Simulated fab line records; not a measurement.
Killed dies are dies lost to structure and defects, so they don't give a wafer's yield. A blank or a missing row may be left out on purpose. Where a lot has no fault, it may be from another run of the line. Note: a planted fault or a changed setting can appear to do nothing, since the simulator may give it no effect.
Which tool was responsible? ; flow nand harc ; route of 1302 steps, sampled at 1 step: 12 lots, 36 wafers

WHAT THE GAUGES SHOWED, per wafer
NHARC_A_DECK1_JOINT_INSPECT_05. Usual: raw defect count reads 352 (standard deviation 190).
lot;measured;on;raw defect count;flag
L403;day 12 22:08;defect inspect-01;227 159 212;
L404;day 12 22:17;defect inspect-01;433 356 271;
L405;day 13 17:31;defect inspect-02;333 238 739;
L406;day 13 22:10;defect inspect-01;188 285 408;
L407;day 14 14:57;defect inspect-02;335 218 177;
L414;day 17 03:28;defect inspect-02;582 744 368;
L415;day 18 04:09;defect inspect-02;303 376 247;
L418;day 18 21:53;defect inspect-01;395 362 461;
L420;day 19 22:46;defect inspect-02;235 291 402;
L424;day 21 10:50;defect inspect-02;350 413 213;
L423;day 21 20:34;defect inspect-01;312 261 327;
L425;day 22 09:20;defect inspect-01;216 183 337;

WHICH TOOL RAN EACH LOT (tool, then ch and the chambers of the sampled wafers, then the start)
Record: no process step prior to these readings.

AS READ BY THE TOOLS THEMSELVES (means over the sampled wafers that have a number; for cases with no such wafer, the mark the record gives instead)
The record holds no such reading with a usual standard deviation.

THE ANSWER, worked out from the rows above alone
Rule: take the mean of a lot's wafers that have a number; if it is more than 3 standard deviations from the usual mean, the lot is off. Also off: a lot with no number at a reading for which 4 or more lots have one. The other lots that the step has rows for count as sound. First the gauges in route order, then the tools' own readings, where a lot's mean is used as printed above. The first step at which some lot is off is used, and at that step the reading that is off furthest; a lot without a number counts as furthest.
No lot is off on any of the readings shown, so nothing can be concluded from this.

WHAT WAS PUT IN BY THE SIMULATOR
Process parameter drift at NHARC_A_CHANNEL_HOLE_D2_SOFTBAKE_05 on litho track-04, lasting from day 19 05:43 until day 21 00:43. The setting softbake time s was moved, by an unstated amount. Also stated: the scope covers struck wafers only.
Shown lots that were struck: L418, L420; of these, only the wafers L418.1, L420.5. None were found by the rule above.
